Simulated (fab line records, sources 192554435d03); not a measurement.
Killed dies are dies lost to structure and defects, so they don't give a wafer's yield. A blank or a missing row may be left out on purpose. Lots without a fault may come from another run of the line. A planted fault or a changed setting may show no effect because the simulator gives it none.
Which tool did it? | flow n5_finfet | 9 lots, 27 wafers sampled, at 7 steps of a route of 1938

WHAT THE GAUGES READ, wafer by wafer
N5_BEOL_M2_CD_MEAS_18: pitch 36 nm, target cd 18 nm. Usual: cd_nm 18.0 nm, standard deviation 0.35.
lot  | measured     | on        | cd_nm (nm)     | flag
L904 | day 7 14:59  | cd_sem-02 | 17.5 18.0 17.3 |
L906 | day 7 23:06  | cd_sem-01 | 17.9 17.7 18.5 |
L909 | day 8 22:55  | cd_sem-01 | 18.4 18.4 17.4 |
L910 | day 9 08:22  | cd_sem-03 | 17.7 17.6 18.1 |
L912 | day 9 15:58  | cd_sem-02 | 18.4 17.9 18.3 |
L913 | day 9 20:28  | cd_sem-01 | 17.9 17.8 18.4 |
L915 | day 10 11:22 | cd_sem-02 | 18.2 18.1 17.9 |
L920 | day 11 07:51 | cd_sem-01 | 18.0 18.0 17.8 |
L923 | day 12 10:59 | cd_sem-02 | 18.4 18.7 18.4 |

N5_BEOL_M2_OCD_MEAS_38. Usual: trench_depth_nm 55.6 nm, standard deviation 1.
lot  | measured     | on     | trench_depth_nm (nm) | flag
L904 | day 7 17:21  | ocd-02 | 55.6 54.9 57.1       |
L906 | day 8 04:08  | ocd-02 | 54.7 55.4 54.8       |
L909 | day 9 01:11  | ocd-02 | 54.7 55.2 55.4       |
L910 | day 9 10:50  | ocd-02 | 56.1 53.5 56.0       |
L912 | day 9 19:02  | ocd-01 | 61.3 62.7 62.7       | OFF
L913 | day 9 22:45  | ocd-01 | 60.8 61.5 61.1       | OFF
L915 | day 10 13:10 | ocd-02 | 62.7 63.1 64.0       | OFF
L920 | day 11 17:47 | ocd-02 | 56.7 55.6 54.8       |
L923 | day 12 15:53 | ocd-02 | 58.0 55.1 54.8       |

N5_BEOL_M2_RS_MEAS_58: measures by four-point-probe. Usual: M2_RS 0.68 ohm/sq, standard deviation 0.036.
lot  | measured     | on            | M2_RS (ohm/sq) | flag
L904 | day 7 21:03  | film_metro-01 | 0.67 0.67 0.64 |
L906 | day 8 08:22  | film_metro-02 | 0.68 0.69 0.69 |
L909 | day 9 05:14  | film_metro-01 | 0.70 0.66 0.67 |
L910 | day 9 14:39  | film_metro-02 | 0.66 0.71 0.64 |
L912 | day 9 23:17  | film_metro-02 | 0.57 0.56 0.54 | OFF
L913 | day 10 04:32 | film_metro-01 | 0.60 0.60 0.64 |
L915 | day 10 17:23 | film_metro-01 | 0.55 0.54 0.52 | OFF
L920 | day 11 22:22 | film_metro-01 | 0.64 0.64 0.73 |
L923 | day 12 20:06 | film_metro-02 | 0.61 0.70 0.70 |

N5_BEOL_M4_RC_MEAS_101. Usual: DIBL_N 36.0 mV/V, standard deviation 1.7; DIBL_P 36.0 mV/V, standard deviation 2; IOFF_N 0.156 nA/um, standard deviation 0.028; IOFF_P 0.21 nA/um, standard deviation 0.04; ION_N 673 uA/um, standard deviation 12; ION_P 463 uA/um, standard deviation 8.3; SS_N 71.4 mV/dec, standard deviation 0.6; SS_P 73.3 mV/dec, standard deviation 0.66; VT_N 250 mV, standard deviation 3; VT_P -250 mV, standard deviation 3.8.
lot  | measured     | on        | DIBL_N (mV/V)  | DIBL_P (mV/V)  | IOFF_N (nA/um)    | IOFF_P (nA/um) | ION_N (uA/um) | ION_P (uA/um) | SS_N (mV/dec)  | SS_P (mV/dec)  | VT_N (mV)   | VT_P (mV)      | flag
L904 | day 8 13:30  | prober-01 | 36.4 35.6 35.0 | 39.0 36.4 36.8 | 0.167 0.153 0.141 | 0.26 0.22 0.21 | 684 667 660   | 469 466 462   | 72.0 71.8 70.9 | 73.6 72.4 73.0 | 249 253 251 | -245 -247 -249 |
L906 | day 9 11:20  | prober-02 | 39.3 36.9 38.1 | 39.6 36.2 36.6 | 0.205 0.154 0.160 | 0.27 0.21 0.21 | 676 662 662   | 471 456 455   | 72.0 71.2 71.5 | 75.0 74.1 74.0 | 248 254 254 | -247 -253 -254 |
L909 | day 10 00:16 | prober-02 | 37.0 36.4 36.6 | 36.3 35.2 36.0 | 0.172 0.160 0.163 | 0.20 0.18 0.19 | 684 684 682   | 466 468 461   | 72.0 71.0 71.5 | 73.8 73.5 73.7 | 248 248 251 | -253 -253 -253 |
L910 | day 10 11:10 | prober-02 | 32.3 34.6 34.7 | 32.4 35.4 35.3 | 0.112 0.156 0.142 | 0.19 0.23 0.22 | 658 682 660   | 462 467 459   | 70.2 71.0 71.6 | 72.7 73.5 73.2 | 254 250 252 | -249 -247 -247 |
L912 | day 10 22:46 | prober-02 | 35.4 33.6 35.8 | 35.4 34.7 36.8 | 0.164 0.139 0.188 | 0.24 0.24 0.27 | 678 672 695   | 467 475 480   | 71.0 70.8 71.8 | 72.4 72.7 73.9 | 247 248 246 | -245 -247 -244 |
L913 | day 11 03:14 | prober-01 | 36.4 34.0 35.7 | 37.7 35.3 37.6 | 0.171 0.133 0.155 | 0.28 0.25 0.28 | 694 680 688   | 481 485 480   | 71.3 70.9 71.4 | 73.8 73.3 74.7 | 248 249 248 | -240 -242 -244 |
L915 | day 11 14:01 | prober-02 | 38.0 36.2 33.9 | 39.3 36.8 34.6 | 0.202 0.174 0.133 | 0.22 0.20 0.16 | 691 681 667   | 464 459 458   | 72.0 71.3 70.4 | 74.4 73.9 73.5 | 245 248 251 | -251 -252 -256 |
L920 | day 13 12:47 | prober-01 | 38.1 37.2 38.8 | 38.5 36.4 38.3 | 0.208 0.179 0.202 | 0.24 0.20 0.25 | 692 673 686   | 468 455 466   | 71.7 71.9 72.1 | 73.9 73.5 74.6 | 247 249 246 | -249 -254 -250 |
L923 | day 14 00:35 | prober-02 | 36.8 36.1 36.3 | 37.8 37.0 36.7 | 0.184 0.167 0.166 | 0.23 0.21 0.21 | 694 684 680   | 471 464 459   | 71.0 71.1 71.8 | 73.2 72.9 73.4 | 246 248 247 | -249 -251 -253 |

WHICH TOOL RAN EACH LOT (tool, then ch and the chambers of the sampled wafers, then the start)
lot  | N5_BEOL_M2_TRENCH_ETCH_37          | N5_BEOL_M2_PRE_CLEAN_45      | N5_BEOL_M2_ALD_84
L904 | rie_diel-01 ch 0,1,2, day 7 17:12  | pvd_sputter-01, day 7 17:42  | ald_metal-03 ch 1,3, day 7 17:46
L906 | rie_diel-01 ch 2,3, day 8 03:59    | pvd_sputter-03, day 8 04:46  | ald_metal-02 ch 1,2,3, day 8 04:50
L909 | rie_diel-01 ch 0,1,2, day 9 01:01  | pvd_sputter-02, day 9 01:49  | ald_metal-01 ch 2,3, day 9 01:53
L910 | rie_diel-06 ch 0,1, day 9 10:41    | pvd_sputter-03, day 9 11:13  | ald_metal-01 ch 1,2,3, day 9 11:17
L912 | rie_diel-01 ch 0,3, day 9 18:53    | pvd_sputter-03, day 9 19:44  | ald_metal-01 ch 0,1, day 9 19:49
L913 | rie_diel-01 ch 1,3, day 9 22:35    | pvd_sputter-02, day 9 23:29  | ald_metal-01 ch 1,2,3, day 9 23:32
L915 | rie_diel-01 ch 0,1,2, day 10 13:01 | pvd_sputter-01, day 10 13:47 | ald_metal-03 ch 0,2,3, day 10 13:52
L920 | rie_diel-06 ch 0,1,2, day 11 17:38 | pvd_sputter-02, day 11 18:16 | ald_metal-01 ch 1,2, day 11 18:22
L923 | rie_diel-03 ch 2,3, day 12 15:44   | pvd_sputter-01, day 12 16:28 | ald_metal-02 ch 1,2, day 12 16:31
- N5_BEOL_M2_TRENCH_ETCH_37: etches SiOC in C4F6/O2, target depth 55.555 nm, time 29.2 s.
- N5_BEOL_M2_PRE_CLEAN_45: time 30 s.
- N5_BEOL_M2_ALD_84: deposits TaN, pulse time 2 s, purge time 3 s, co reactant purge time 2 s.

WHAT THE TOOLS THEMSELVES READ (means of the sampled wafers that have a number; where no wafer has one, the mark that the record gives instead)
N5_BEOL_M2_TRENCH_ETCH_37. Usual: drypump_motor_current_A 5.8 A, standard deviation 0.49; oes_product_au 0.85 a.u., standard deviation 0.09; rf_vpp_V 661 V, standard deviation 10; run_length_s 52.6 s, standard deviation 0.34; showerhead_plenum_p_Torr 2.88 Torr, standard deviation 0.07; throttle_valve_pct 20.85 %, standard deviation 0.2.
lot  | tool        | drypump_motor_current_A (A) | oes_product_au (a.u.) | rf_vpp_V (V) | run_length_s (s) | showerhead_plenum_p_Torr (Torr) | throttle_valve_pct (%) | flag
L904 | rie_diel-01 | 6.1                         | 0.76                  | 656          | 52.3             | 2.87                            | 20.90                  |
L906 | rie_diel-01 | 5.4                         | 0.70                  | 655          | 52.5             | 2.82                            | 21.03                  |
L909 | rie_diel-01 | 6.1                         | 0.83                  | 655          | 52.7             | 2.87                            | 20.76                  |
L910 | rie_diel-06 | 5.7                         | 0.84                  | 672          | 52.8             | 3.01                            | 20.81                  |
L912 | rie_diel-01 | 6.3                         | 0.85                  | 656          | 55.5             | 2.88                            | 20.77                  | OFF
L913 | rie_diel-01 | 5.8                         | 0.73                  | 663          | 55.9             | 2.83                            | 20.86                  | OFF
L915 | rie_diel-01 | 6.1                         | 0.91                  | 655          | 56.0             | 2.86                            | 20.65                  | OFF
L920 | rie_diel-06 | 5.6                         | 0.85                  | 672          | 52.7             | 2.97                            | 20.86                  |
L923 | rie_diel-03 | 5.5                         | 0.86                  | 655          | 52.6             | 2.85                            | 20.75                  |

N5_BEOL_M2_PRE_CLEAN_45. Usual: heater_power_w 334 W, standard deviation 26.
lot  | tool           | heater_power_w (W) | flag
L904 | pvd_sputter-01 | 306                |
L906 | pvd_sputter-03 | 326                |
L909 | pvd_sputter-02 | 358                |
L910 | pvd_sputter-03 | 340                |
L912 | pvd_sputter-03 | 324                |
L913 | pvd_sputter-02 | 346                |
L915 | pvd_sputter-01 | 347                |
L920 | pvd_sputter-02 | 323                |
L923 | pvd_sputter-01 | 350                |

N5_BEOL_M2_ALD_84. Usual: heater_power_w 410 W, standard deviation 37.
lot  | tool         | heater_power_w (W) | flag
L904 | ald_metal-03 | 423                |
L906 | ald_metal-02 | 404                |
L909 | ald_metal-01 | 439                |
L910 | ald_metal-01 | 424                |
L912 | ald_metal-01 | 410                |
L913 | ald_metal-01 | 423                |
L915 | ald_metal-03 | 383                |
L920 | ald_metal-01 | 416                |
L923 | ald_metal-02 | 412                |

THE ANSWER, worked out from the rows above alone
Rule: a lot is off if the mean of its wafers that have a number lies more than 3 standard deviations from the usual mean. A lot without any number at a reading at which 4 lots or more have one is off too. The other lots that the step has rows for count as sound. The gauges are gone through in route order, then the tools' own readings, and for those a lot's mean is taken as printed above. The first step at which some lot is off is used, and at that step the reading that is off furthest; a lot without a number counts as furthest.
Off: L912, L913, L915, at N5_BEOL_M2_OCD_MEAS_38 (trench_depth_nm).
A tool fits if, at a process step before that reading, it ran every lot that is off, and no sound lot after the first of them. The gauges at N5_BEOL_M2_OCD_MEAS_38 aren't tried: what is off there is off at N5_BEOL_M2_TRENCH_ETCH_37 too, on other tools, and a gauge's error can't cause that. One fits: rie_diel-01 at N5_BEOL_M2_TRENCH_ETCH_37. Its last sound lot is L909 (day 9 01:01), its first lot that is off L912 (day 9 18:53): a fault that began between those two fits.
The tool's own readings at N5_BEOL_M2_TRENCH_ETCH_37 bear it out: on the lots that are off they differ by more than 5 times the standard deviation of the sound lots' means. run_length_s reads 55.8 s there against 52.6 s on the sound lots.

WHAT THE SIMULATOR HAD PUT IN
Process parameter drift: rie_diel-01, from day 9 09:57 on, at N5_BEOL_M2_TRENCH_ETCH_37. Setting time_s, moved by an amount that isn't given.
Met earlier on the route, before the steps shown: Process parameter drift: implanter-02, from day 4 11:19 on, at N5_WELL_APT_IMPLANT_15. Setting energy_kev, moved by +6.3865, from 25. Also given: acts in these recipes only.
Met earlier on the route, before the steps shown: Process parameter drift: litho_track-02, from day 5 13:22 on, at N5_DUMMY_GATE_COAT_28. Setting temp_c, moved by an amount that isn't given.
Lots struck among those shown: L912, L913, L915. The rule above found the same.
